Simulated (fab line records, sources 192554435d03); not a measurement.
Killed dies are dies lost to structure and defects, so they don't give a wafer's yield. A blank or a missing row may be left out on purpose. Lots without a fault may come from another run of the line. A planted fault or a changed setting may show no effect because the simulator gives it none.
Which tool did it? | flow n5_finfet | 15 lots, 45 wafers sampled, at 4 steps of a route of 1938

WHAT THE GAUGES READ, wafer by wafer
N5_START_INSPECT_01: inspects for defects (unpatterned scan). Usual: raw_defect_count 5.7, standard deviation 2.3.
lot  | measured    | on                | raw_defect_count | flag
L262 | day 1 12:02 | defect_inspect-02 | 7 2 4            |
L263 | day 1 18:02 | defect_inspect-01 | 6 6 4            |
L264 | day 2 00:02 | defect_inspect-01 | 6 4 2            |
L265 | day 2 06:02 | defect_inspect-02 | 8 10 5           |
L266 | day 2 12:02 | defect_inspect-01 | 1 7 2            |
L270 | day 3 12:02 | defect_inspect-01 | 6 8 2            |
L271 | day 3 18:02 | defect_inspect-01 | 4 4 6            |
L272 | day 4 00:02 | defect_inspect-02 | 9 6 3            |
L277 | day 5 06:02 | defect_inspect-01 | 5 3 7            |
L278 | day 5 12:02 | defect_inspect-01 | 6 9 5            |
L279 | day 5 18:02 | defect_inspect-01 | 5 5 7            |
L280 | day 6 00:02 | defect_inspect-01 | 3 4 7            |
L281 | day 6 06:02 | defect_inspect-01 | 4 6 8            |
L282 | day 6 12:02 | defect_inspect-02 | 7 5 3            |
L283 | day 6 18:02 | defect_inspect-01 | 4 4 8            |

N5_WELL_APT_INSPECT_38: inspects for defects (darkfield). Usual: raw_defect_count 12, standard deviation 4.5.
lot  | measured    | on                | raw_defect_count | flag
L262 | day 1 17:08 | defect_inspect-01 | 17 8 6           |
L263 | day 1 23:04 | defect_inspect-01 | 16 9 11          |
L264 | day 2 05:08 | defect_inspect-01 | 6 4 16           |
L265 | day 2 10:49 | defect_inspect-02 | 20 13 7          |
L266 | day 2 17:03 | defect_inspect-01 | 9 9 10           |
L277 | day 5 11:00 | defect_inspect-01 | 5 12 10          |
L278 | day 5 16:42 | defect_inspect-01 | 17 9 14          |
L279 | day 5 22:47 | defect_inspect-01 | 8 5 15           |
L280 | day 6 04:53 | defect_inspect-02 | 9 22 10          |
L281 | day 6 11:04 | defect_inspect-01 | 16 13 10         |
L282 | day 6 17:49 | defect_inspect-02 | 11 8 7           |
L283 | day 6 22:51 | defect_inspect-02 | 13 6 3           |

N5_PMOS_HMC_CHANNEL_EPI_OVL_MEAS_10. Usual: PMOS_HMC_BLK_OVL 0.5 nm, standard deviation 0.66.
lot  | measured    | on         | PMOS_HMC_BLK_OVL (nm) | flag
L262 | day 1 17:36 | overlay-01 | 0.4 -0.6 0.1          |
L263 | day 1 23:32 | overlay-01 | -0.6 0.1 2.0          |
L264 | day 2 05:36 | overlay-02 | 1.0 0.3 0.4           |
L265 | day 2 11:18 | overlay-02 | -0.1 0.0 -0.4         |
L266 | day 2 17:31 | overlay-01 | 1.0 0.9 0.0           |
L277 | day 5 11:28 | overlay-02 | 0.3 1.6 1.2           |
L278 | day 5 17:11 | overlay-02 | -0.5 -0.9 0.3         |
L279 | day 5 23:16 | overlay-02 | 1.1 1.3 1.5           |
L280 | day 6 05:14 | overlay-02 | 0.9 0.6 0.5           |
L281 | day 6 11:32 | overlay-02 | 0.8 1.3 1.8           |
L282 | day 6 18:18 | overlay-01 | 0.6 0.4 -0.6          |
L283 | day 6 23:12 | overlay-01 | 0.8 -0.4 0.1          |

WHICH TOOL RAN EACH LOT (tool, then ch and the chambers of the sampled wafers, then the start)
lot  | N5_ZERO_LAYER_DEVELOP_10
L262 | litho_track-04 ch 0, day 1 12:39
L263 | litho_track-03 ch 0, day 1 18:32
L264 | litho_track-04 ch 0, day 2 00:40
L265 | litho_track-03 ch 0, day 2 06:39
L266 | litho_track-03 ch 0, day 2 12:32
L270 | litho_track-03, day 3 12:39
L271 | litho_track-04, day 3 18:32
L272 | litho_track-03, day 4 00:39
L277 | litho_track-04 ch 0, day 5 06:40
L278 | litho_track-05 ch 0, day 5 12:32
L279 | litho_track-05 ch 0, day 5 18:39
L280 | litho_track-04 ch 0, day 6 00:32
L281 | litho_track-03 ch 0, day 6 06:32
L282 | litho_track-03 ch 0, day 6 12:32
L283 | litho_track-03 ch 0, day 6 18:40
- N5_ZERO_LAYER_DEVELOP_10: develop time 60 s.

WHAT THE TOOLS THEMSELVES READ (means of the sampled wafers that have a number; where no wafer has one, the mark that the record gives instead)
N5_ZERO_LAYER_DEVELOP_10. Usual: chill_plate_temp_C 23.02 C, standard deviation 0.12.
lot  | tool           | chill_plate_temp_C (C) | flag
L262 | litho_track-04 | 22.93                  |
L263 | litho_track-03 | 23.07                  |
L264 | litho_track-04 | 23.07                  |
L265 | litho_track-03 | 22.92                  |
L266 | litho_track-03 | 23.01                  |
L270 | litho_track-03 | -                      | OFF
L271 | litho_track-04 | -                      | OFF
L272 | litho_track-03 | -                      | OFF
L277 | litho_track-04 | 22.97                  |
L278 | litho_track-05 | 23.04                  |
L279 | litho_track-05 | 23.09                  |
L280 | litho_track-04 | 22.96                  |
L281 | litho_track-03 | 23.01                  |
L282 | litho_track-03 | 23.02                  |
L283 | litho_track-03 | 22.97                  |

THE ANSWER, worked out from the rows above alone
Rule: a lot is off if the mean of its wafers that have a number lies more than 3 standard deviations from the usual mean. A lot without any number at a reading at which 4 lots or more have one is off too. The other lots that the step has rows for count as sound. The gauges are gone through in route order, then the tools' own readings, and for those a lot's mean is taken as printed above. The first step at which some lot is off is used, and at that step the reading that is off furthest; a lot without a number counts as furthest.
Off: L270, L271, L272, at N5_ZERO_LAYER_DEVELOP_10 (chill_plate_temp_C). Without a number there: L270, L271, L272.
A tool fits if, at that step or a process step before it, it ran every lot that is off, and no sound lot after the first of them. None of those tried fits.

WHAT THE SIMULATOR HAD PUT IN
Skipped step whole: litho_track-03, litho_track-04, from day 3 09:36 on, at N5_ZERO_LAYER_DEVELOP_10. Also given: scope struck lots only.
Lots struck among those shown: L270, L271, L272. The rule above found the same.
